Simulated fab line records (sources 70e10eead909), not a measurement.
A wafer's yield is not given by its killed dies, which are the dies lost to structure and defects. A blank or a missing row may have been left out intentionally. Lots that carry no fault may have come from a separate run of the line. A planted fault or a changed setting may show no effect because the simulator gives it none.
fab line records	flow nandHarc
[record] lots = 10	wafers = 30	lastDay = 24
route steps=1159 shown A_CONTACT@900 END@1159
lots untouched by any fault: they come from a run of this same line in which no faults occurred
startH: hours from the record's opening day to when the first of the lot's shown wafers began	waitH: time in hours since the lot's previous step	" the same as in the row above	L1.1+2: one row covering several wafers at once	- no value present, or no start provided	* or withheld: withheld	< > ~ a bound
route shown NAME@n: names a module that has steps shown in the file, with the first one's number in the route	usual: average and standard deviation across the fault-free wafers	same: alike in all rows	chamber/n: place in a boat	sites: readings site by site	_std_site: standard deviation across them	_edge_site: mean of outer sites minus mean of inner sites	radiusMm: for every site, how far away it sits from the centre of the wafer	mask NAME#n: copy n	behind: the tool/chamber that last shaped the wafer	hold: reason for holding the lot/hours on hold/outcome of the hold	device: the transistor (n, p or np) that didn't switch	end of line: the route-end tests of the same wafers	step lacking rows: just its recipe	killed: dies that structure and defects cost at the first sort, which is not the same as the wafer's yield	map: dies across one wafer; x = killed, . = not, _ = none there
set.NAME: the setting as run; set.NAME@STEP: as run at that earlier step	model.NAME: the simulator's own value behind a step, which no gauge read
one table for each step of the route and one row for each wafer, over a sample of lots
services: from which hour (startH, from the record's first day; less than 0 if before it) a tool's chamber was out of use, for how many hours, and why
[[steps]]
[step NHARC_A_CONTACT_ETCH_75]
[recipe] targetDepthA = 390	overEtchFrac = 0.3	timeS = 65	ionEnergyEv = 80	cf4FlowSccm = 150	arFlowSccm = 0	rfW = 300	biasW = 100	chemistry = CF4
[usual] biasW = 99.94/0.29	cf4FlowSccm = 150.0/0.45	chamberPressureMTorr = 49.99/0.043	drypumpMotorCurrentA = 5.5/0.31	oesProductAu = 1.004/0.0093	rfFwdPowerW = 297.2/0.99	rfVppV = 151.4/1.2	showerheadPlenumPTorr = 1.78/0.067	throttleValvePct = 13.285/0.0091
lot.wafer	tool	chamber	startH	waitH	biasW	cf4FlowSccm	chamberPressureMTorr	drypumpMotorCurrentA	oesProductAu	rfFwdPowerW	rfHoursCounterH	rfVppV	showerheadPlenumPTorr	throttleValvePct
L573.3	rieDiel-01	3	384.89	0.1	100.46	149.8	49.96	5.0	0.991	296.8	14	151.8	1.82	13.291
L573.6	"	3	"	"	100.41	150.1	50.00	5.0	1.004	297.5	-	152.9	1.82	13.290
L573.5	"	0	"	"	100.13	150.1	49.95	5.5	1.018	298.9	-	151.2	1.76	13.290
L582.2	rieDiel-11	3	456.89	0.1	99.94	149.7	49.98	5.7	1.011	295.4	16	150.6	1.72	13.293
L582.3	"	1	"	"	99.57	150.8	49.96	5.0	1.015	298.6	16	151.2	1.82	13.275
L582.5	"	3	"	"	99.63	150.1	50.01	5.6	1.007	296.6	-	151.5	1.72	13.300
L583.2	rieDiel-01	1	459.93	0.2	99.78	149.8	50.01	5.6	1.004	296.4	51	151.4	1.87	13.269
L583.6	"	2	"	"	100.28	151.3	49.92	5.7	0.994	297.0	-	151.2	1.79	13.277
L583.5	"	3	"	"	99.82	150.5	49.89	5.0	0.998	298.3	-	150.8	1.81	13.283
L587.3	rieDiel-01	3	477.87	0.1	100.06	150.1	50.04	5.0	1.001	298.0	48	151.1	1.81	13.293
L587.1	"	2	"	"	99.77	149.5	50.01	5.7	0.988	298.1	55	150.5	1.79	13.291
L587.5	"	3	"	"	100.14	149.8	50.06	5.0	0.999	297.7	-	152.7	1.81	13.305
L589.1	rieDiel-01	3	490.96	0.1	99.85	149.9	49.96	5.0	1.009	297.4	55	151.3	1.81	13.286
L589.3	"	0	"	"	99.89	149.8	49.98	5.5	1.010	297.0	61	149.4	1.75	13.294
L589.4	"	2	"	"	99.81	149.7	49.94	5.7	1.004	297.0	60	152.9	1.79	13.288
L591.2	rieDiel-09	3	500.58	0.1	100.31	149.9	50.02	6.0	0.995	297.3	22	153.1	1.80	13.290
L591.1	"	0	"	"	100.16	149.5	49.90	4.9	1.001	297.7	22	151.5	1.71	13.300
L591.5	"	0	"	"	100.25	149.8	50.00	4.9	1.002	298.4	-	151.0	1.71	13.271
L593.4	rieDiel-01	0	504.35	0.1	99.47	150.4	50.05	5.5	1.019	295.8	2	150.3	1.75	13.295
L593.1	"	2	"	"	99.93	150.7	49.92	5.7	0.985	297.0	2	151.2	1.79	13.296
L593.6	"	3	"	"	99.84	149.3	49.97	5.0	1.011	298.0	-	153.1	1.81	13.282
L592.3	rieDiel-11	2	506.90	0.1	99.91	150.2	49.92	5.8	1.024	298.6	22	152.3	1.85	13.272
L592.6	"	1	"	"	99.92	149.4	49.95	5.0	1.010	298.4	-	150.9	1.82	13.290
L592.5	"	2	"	"	99.64	149.9	49.98	5.8	1.020	297.5	-	152.7	1.85	13.281
L590.4	rieDiel-01	3	508.79	0.1	99.79	150.1	50.00	5.0	0.996	298.2	3	151.6	1.81	13.290
L590.1	"	1	"	"	99.91	149.6	49.97	5.6	0.998	297.3	3	151.9	1.87	13.275
L590.6	"	2	"	"	100.39	149.6	50.03	5.7	0.988	296.7	-	151.2	1.79	13.289
L594.4	rieDiel-11	2	522.22	0.1	99.20	150.1	50.01	5.8	1.023	295.3	25	151.0	1.85	13.279
L594.3	"	3	"	"	100.00	149.6	50.05	5.7	1.004	298.2	27	151.1	1.72	13.293
L594.5	"	3	"	"	99.91	149.9	49.91	5.7	1.003	298.7	-	152.0	1.72	13.283
[step NHARC_A_CONTACT_ETCH_126]
[recipe] sourceW = withheld	pressureMtorr = 20	biasV = 1200	timeS = 155	targetDepthA = 9560	arFlowSccm = withheld	c4f8FlowSccm = withheld	o2FlowSccm = withheld	chemistry = C4F8/O2/Ar
[usual] chamberPressureMTorr = 19.999/0.018	oesAirLineAu = 0.999/0.019
lot.wafer	tool	chamber	startH	waitH	chamberPressureMTorr	oesAirLineAu	rfHoursCounterH
L573.3	harCapEtch-02	0	386.34	0.1	20.027	1.018	-
L573.5	"	1	"	"	20.015	0.999	-
L573.6	"	0	"	"	20.011	1.004	-
L582.2	harCapEtch-01	1	458.27	0.1	19.976	0.989	71
L582.3	"	0	"	"	19.988	1.029	-
L582.5	"	1	"	"	20.002	1.001	-
L583.2	harCapEtch-03	0	461.41	0.1	20.000	1.004	98
L583.6	"	1	"	"	20.003	1.020	-
L583.5	"	0	"	"	20.016	1.023	-
L587.1	harCapEtch-02	0	479.25	0.1	-	-	-
L587.3	"	1	"	"	-	-	-
L587.5	"	1	"	"	-	-	-
L589.1	harCapEtch-03	1	492.36	0.1	-	-	-
L589.3	"	0	"	"	-	-	-
L589.4	"	1	"	"	-	-	-
L591.2	harCapEtch-02	1	501.96	0.1	19.998	1.019	31
L591.1	"	0	"	"	19.996	0.966	31
L591.5	"	1	"	"	20.017	1.001	-
L593.1	harCapEtch-01	0	505.74	0.1	19.999	1.038	79
L593.4	"	0	"	"	19.998	1.023	-
L593.6	"	0	"	"	20.016	0.998	-
L592.3	harCapEtch-02	0	508.58	0.1	20.006	0.951	-
L592.6	"	0	"	"	20.007	1.013	-
L592.5	"	1	"	"	19.987	1.005	-
L590.1	harCapEtch-03	1	510.16	0.1	-	-	-
L590.4	"	0	"	"	-	-	-
L590.6	"	1	"	"	-	-	-
L594.3	harCapEtch-02	0	524.11	0.1	20.012	1.032	-
L594.4	"	1	"	"	19.998	0.987	-
L594.5	"	0	"	"	20.029	1.026	-
[step NHARC_A_CONTACT_ETCH_127]
[recipe] sourceW = withheld	pressureMtorr = 20	biasV = 1200	timeS = 155	targetDepthA = 9560	arFlowSccm = withheld	c4f8FlowSccm = withheld	o2FlowSccm = withheld	chemistry = C4F8/O2/Ar
[usual] chamberPressureMTorr = 20.000/0.019	oesAirLineAu = 1.000/0.021
lot.wafer	tool	chamber	startH	waitH	chamberPressureMTorr	oesAirLineAu	rfHoursCounterH
L573.3	harCapEtch-02	0	386.48	0.1	20.000	1.017	-
L573.5	"	1	"	"	20.001	1.018	-
L573.6	"	0	"	"	19.975	0.978	-
L582.2	harCapEtch-01	1	458.41	0.1	20.005	1.011	71
L582.3	"	0	"	"	20.003	1.043	-
L582.5	"	1	"	"	19.972	0.996	-
L583.2	harCapEtch-03	0	461.55	0.1	19.985	1.016	98
L583.6	"	1	"	"	19.983	1.011	-
L583.5	"	0	"	"	20.035	0.989	-
L587.1	harCapEtch-02	0	479.39	0.1	19.999	1.005	28
L587.3	"	1	"	"	20.022	0.993	-
L587.5	"	1	"	"	20.007	0.980	-
L589.1	harCapEtch-03	1	492.50	0.1	19.986	1.008	103
L589.3	"	0	"	"	19.976	1.014	-
L589.4	"	1	"	"	20.010	0.989	-
L591.2	harCapEtch-02	1	502.10	0.1	19.971	0.972	32
L591.1	"	0	"	"	20.000	1.043	32
L591.5	"	1	"	"	20.021	0.998	-
L593.1	harCapEtch-01	0	505.88	0.1	19.978	0.961	79
L593.4	"	0	"	"	19.999	0.969	-
L593.6	"	0	"	"	20.013	0.972	-
L592.3	harCapEtch-02	0	508.72	0.1	20.015	0.975	-
L592.6	"	0	"	"	20.012	0.997	-
L592.5	"	1	"	"	19.986	0.997	-
L590.1	harCapEtch-03	1	510.30	0.1	20.011	1.025	107
L590.4	"	0	"	"	19.970	1.011	-
L590.6	"	1	"	"	19.997	0.992	-
L594.3	harCapEtch-02	0	524.25	0.1	20.012	0.993	-
L594.4	"	1	"	"	20.003	0.967	-
L594.5	"	0	"	"	20.014	0.962	-
[step NHARC_A_CONTACT_ETCH_91]
[recipe] targetDepthA = 400	overEtchFrac = 0.5	timeS = 85.7	ionEnergyEv = 120	ch3fFlowSccm = 50	o2FlowSccm = 30	arFlowSccm = 200	rfW = 500	biasW = 100	chemistry = CH3F/O2
[usual] biasW = 99.99/0.29	ch3fFlowSccm = 50.00/0.17	chamberPressureMTorr = 25.001/0.022	drypumpMotorCurrentA = 5.5/0.3	o2FlowSccm = 29.99/0.089	oesProductAu = 0.940/0.026	rfFwdPowerW = 496.1/1.7	rfVppV = 244.0/1.8	showerheadPlenumPTorr = 2.45/0.12	throttleValvePct = 20.664/0.0096
lot.wafer	tool	chamber	startH	waitH	biasW	ch3fFlowSccm	chamberPressureMTorr	drypumpMotorCurrentA	o2FlowSccm	oesProductAu	rfFwdPowerW	rfHoursCounterH	rfVppV	showerheadPlenumPTorr	throttleValvePct
L573.3	rieDiel-11	0	387.85	0.4	100.26	49.78	24.967	5.6	29.85	1.016	497.9	4	242.6	2.27	20.658
L573.5	"	3	"	"	99.27	49.96	24.996	5.7	30.06	0.999	493.4	-	241.9	2.40	20.661
L573.6	"	0	"	"	99.73	49.75	25.040	5.6	30.07	1.006	495.9	-	241.2	2.27	20.646
L582.3	rieDiel-01	2	459.85	0.4	100.29	49.95	24.976	5.7	29.82	0.921	496.8	50	243.8	2.49	20.661
L582.2	"	3	"	"	99.80	50.11	25.026	5.0	30.06	0.916	495.9	39	245.1	2.52	20.688
L582.5	"	0	"	"	100.12	50.22	25.009	5.5	29.98	0.920	499.3	-	243.2	2.44	20.681
L583.2	rieDiel-11	0	462.95	0.5	99.71	49.95	24.980	5.6	30.00	0.944	495.9	18	240.7	2.27	20.654
L583.6	"	0	"	"	100.11	50.08	24.983	5.6	29.92	0.940	495.1	-	241.8	2.27	20.648
L583.5	"	1	"	"	100.28	50.05	25.002	5.1	29.80	0.955	494.6	-	246.9	2.53	20.658
L587.1	rieDiel-11	2	480.82	0.5	100.48	50.10	25.007	5.9	29.97	0.937	495.5	18	244.8	2.57	20.660
L587.3	"	3	"	"	100.13	50.27	24.986	5.7	29.91	0.924	492.8	20	243.1	2.39	20.643
L587.5	"	2	"	"	100.10	50.03	24.951	5.8	29.89	0.931	496.0	-	247.0	2.57	20.654
L589.1	rieDiel-11	1	493.90	0.5	100.01	50.16	25.001	5.1	30.01	0.943	495.8	23	244.1	2.53	20.673
L589.4	"	2	"	"	100.10	49.68	24.963	5.8	30.02	0.932	492.0	19	246.9	2.57	20.660
L589.3	"	3	"	"	100.25	49.86	25.013	5.7	29.92	0.925	496.6	22	244.5	2.39	20.657
L591.2	rieDiel-11	1	503.53	0.5	100.03	49.99	25.016	5.1	30.08	0.932	498.3	25	247.1	2.53	20.662
L591.1	"	2	"	"	100.48	49.99	24.991	5.8	30.08	0.930	496.4	21	246.1	2.57	20.654
L591.5	"	0	"	"	99.68	49.85	24.949	5.6	29.95	0.927	499.3	-	242.0	2.27	20.654
L593.4	rieDiel-11	3	507.32	0.5	99.65	50.24	24.989	5.7	30.10	0.925	499.2	24	242.7	2.39	20.668
L593.1	"	0	"	"	100.63	50.08	25.011	5.6	30.03	0.926	494.8	25	242.3	2.27	20.668
L593.6	"	2	"	"	100.32	50.30	24.952	5.8	30.00	0.944	497.3	-	245.7	2.57	20.676
L592.3	rieDiel-11	3	510.09	0.4	100.22	50.07	25.034	5.7	29.99	0.921	494.0	25	243.9	2.39	20.672
L592.5	"	3	"	"	99.83	49.80	24.978	5.7	30.07	0.926	495.5	-	242.7	2.39	20.654
L592.6	"	0	"	"	100.17	50.02	24.989	5.6	30.02	0.932	496.6	-	241.9	2.27	20.658
L590.4	rieDiel-11	0	511.73	0.4	100.35	49.98	24.998	5.6	30.03	1.007	498.4	26	241.2	2.27	20.675
L590.1	"	1	"	"	99.63	50.03	25.026	5.1	29.99	1.007	497.4	26	245.5	2.53	20.667
L590.6	"	3	"	"	100.21	50.05	24.992	5.6	30.04	0.994	495.1	-	243.0	2.39	20.659
L594.3	rieDiel-11	2	525.64	0.4	99.64	49.97	24.997	5.8	30.04	0.934	495.6	25	244.9	2.57	20.653
L594.4	"	0	"	"	99.92	50.31	25.000	5.6	29.80	0.925	495.4	29	241.3	2.26	20.664
L594.5	"	1	"	"	99.96	50.00	24.967	5.0	29.91	0.934	498.7	-	245.0	2.53	20.664
[step NHARC_END_SORT_01]
[recipe] tempC = 25
[usual] killedAtArray = 29/13	killedAtOther = 0.7/1	killedAtPeriphery = 3.2/2.3	killedDies = 33/13	killedOpen = 3.3/1.7	killedShort = 2.0/1.5
[same] grossDies = 677
lot.wafer	tool	chamber	startH	waitH	killedAtArray	killedAtOther	killedAtPeriphery	killedDies	killedOpen	killedShort
L587.1	prober-01	0	548.24	2.5	675	2	0	677	2	0
L587.3	prober-01	0	549.84	3.1	670	3	4	677	3	1
L587.5	prober-01	0	551.45	3.7	669	3	5	677	6	2
L589.1	prober-02	0	554.61	2.5	672	0	5	677	1	3
L589.3	prober-02	0	556.23	3.1	674	0	3	677	7	1
L589.4	prober-02	0	557.04	3.4	676	0	1	677	2	3
L590.1	prober-01	0	572.27	2.5	676	0	1	677	3	1
L590.4	prober-01	0	574.68	3.4	676	0	1	677	2	1
L590.6	prober-01	0	576.28	4.0	676	0	1	677	2	1
// killed by level:class
L587.1 A_CONTACT:areaEtch=657 A_CHANNEL_HOLE_D1:chamberFilmFlake=14 THIN_TSV:chamberFilmFlake=2 A_WL_FILL:geometricParticle:open=1 A_CONTACT:geometricParticle:open=1 A_STAIRCASE:chamberFilmFlake=1 A_CONTACT:chamberFilmFlake=1
L587.3 A_CONTACT:areaEtch=644 A_CHANNEL_HOLE_D1:chamberFilmFlake=19 A_CONTACT:chamberFilmFlake=5 THIN_TSV:chamberFilmFlake=3 P_CONTACT:geometricParticle:open=2 A_ONON_D1:geometricParticle:short=1 A_WL_FILL:geometricParticle:open=1 P_STI:chamberFilmFlake=1
L587.5 A_CONTACT:areaEtch=644 A_CHANNEL_HOLE_D1:chamberFilmFlake=19 A_CONTACT:geometricParticle:open=3 P_STI:chamberFilmFlake=3 THIN_TSV:chamberFilmFlake=3 A_ONON_D1:geometricParticle:open=2 P_CONTACT:geometricParticle:open=1 P_M0:geometricParticle:short=1
L589.1 A_CONTACT:areaEtch=645 A_CONTACT:chamberFilmFlake=11 A_SLIT:chamberFilmFlake=7 A_CHANNEL_HOLE_D1:chamberFilmFlake=6 P_GATE:chamberFilmFlake=4 P_M2:geometricParticle:short=1 A_CHANNEL_HOLE_D1:geometricParticle:short=1 A_WL_FILL:geometricParticle:short=1
L589.3 A_CONTACT:areaEtch=635 A_SLIT:chamberFilmFlake=12 A_CONTACT:chamberFilmFlake=11 A_CHANNEL_HOLE_D1:chamberFilmFlake=8 A_CHANNEL_FILL_D1:geometricParticle:open=2 P_GATE:geometricParticle:open=1 P_M1:geometricParticle:open=1 A_WL_FILL:geometricParticle:open=1
L589.4 A_CONTACT:areaEtch=635 A_SLIT:chamberFilmFlake=23 A_CONTACT:chamberFilmFlake=10 A_WL_FILL:geometricParticle:short=2 A_ONON_D1:geometricParticle:short=1 A_WL_FILL:geometricParticle:open=1 A_CONTACT:geometricParticle:open=1 P_GATE:chamberFilmFlake=1
L590.1 A_CONTACT:areaEtch=620 A_SLIT:chamberFilmFlake=25 A_CHANNEL_HOLE_D1:chamberFilmFlake=21 A_CONTACT:chamberFilmFlake=4 A_CONTACT:geometricParticle:open=2 A_WL_FILL:chamberFilmFlake=2 A_ONON_D1:geometricParticle:short=1 A_M0:geometricParticle:open=1
L590.4 A_CONTACT:areaEtch=626 A_CHANNEL_HOLE_D1:chamberFilmFlake=22 A_SLIT:chamberFilmFlake=11 A_CONTACT:chamberFilmFlake=11 A_CHANNEL_FILL_D1:chamberFilmFlake=2 A_CHANNEL_FILL_D1:geometricParticle:open=1 A_CHANNEL_FILL_D1:geometricParticle:short=1 A_CONTACT:geometricParticle:open=1
L590.6 A_CONTACT:areaEtch=626 A_CHANNEL_HOLE_D1:chamberFilmFlake=21 A_SLIT:chamberFilmFlake=12 A_CONTACT:chamberFilmFlake=9 A_CONTACT:geometricParticle:open=2 A_CHANNEL_FILL_D1:chamberFilmFlake=2 A_M1:chamberFilmFlake=2 A_CHANNEL_FILL_D1:geometricParticle:short=1
[[services]]
tool	chamber	startH	hours	kind
rieDiel-11	-	367.16	9.0	pm
rieDiel-11	0	367.16	9.0	ventCycle
rieDiel-11	1	367.16	9.0	ventCycle
rieDiel-11	2	367.16	9.0	ventCycle
rieDiel-11	3	367.16	9.0	ventCycle
rieDiel-11	0	376.16	-	clean
rieDiel-11	1	376.16	-	clean
rieDiel-11	2	376.16	-	clean
rieDiel-11	3	376.16	-	clean
rieDiel-11	0	400.69	-	clean
rieDiel-11	1	400.69	-	clean
rieDiel-11	2	400.69	-	clean
rieDiel-11	3	400.69	-	clean
rieDiel-01	1	402.50	4.2	repair
rieDiel-11	0	425.19	-	clean
rieDiel-11	1	425.19	-	clean
rieDiel-01	0	427.90	15.1	repair
rieDiel-09	-	432.00	9.0	pm
rieDiel-01	3	436.30	5.6	repair
rieDiel-09	0	468.52	4.2	repair
rieDiel-01	2	468.70	7.5	repair
rieDiel-01	-	491.80	9.0	pm
rieDiel-11	0	495.03	1.5	repair
rieDiel-09	0	513.05	5.8	repair
[[key]]
[firstSign] step = NHARC_A_CONTACT_ETCH_126	reading = toolRecord	direction = missing
[effect] step = NHARC_END_SORT_01	reading = killedAtArray	direction = up	sigmas = 50	usual = 29	struck = 674
[moreKillsBornAt] NHARC_A_CONTACT_ETCH_126@harCapEtch-03 = 3787	NHARC_A_CONTACT_ETCH_126@harCapEtch-02 = 1945
metAt NHARC_A_CONTACT_ETCH_126
struckLots L587,L589,L590
laterRowsLeftOut L587.1,L587.3,L587.5,L589.1,L589.3,L589.4,L590.1,L590.4,L590.6
testerLeftOut L587,L589,L590
notActingAt NHARC_A_CONTACT_ETCH_75,NHARC_A_CONTACT_ETCH_127,NHARC_A_CONTACT_ETCH_91
onsetBetween 461.41 479.25
[fault] kind = skippedStepWhole	tool = harCapEtch-02,harCapEtch-03	chamber = -	onsetH = 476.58	steps = NHARC_A_CONTACT_ETCH_126	scope = struckLotsOnly
// testerLeftOut: of these lots the tester's yield and bins aren't shown, on N5 and GAA mostly nor the transistor test; their killed dies are dies lost to structure and defects alone, not to doping, threshold or leakage, so they don't give the yield
// laterRowsLeftOut: the simulator's readings of these wafers behind a module that went badly wrong aren't trusted and aren't shown, but for the sort
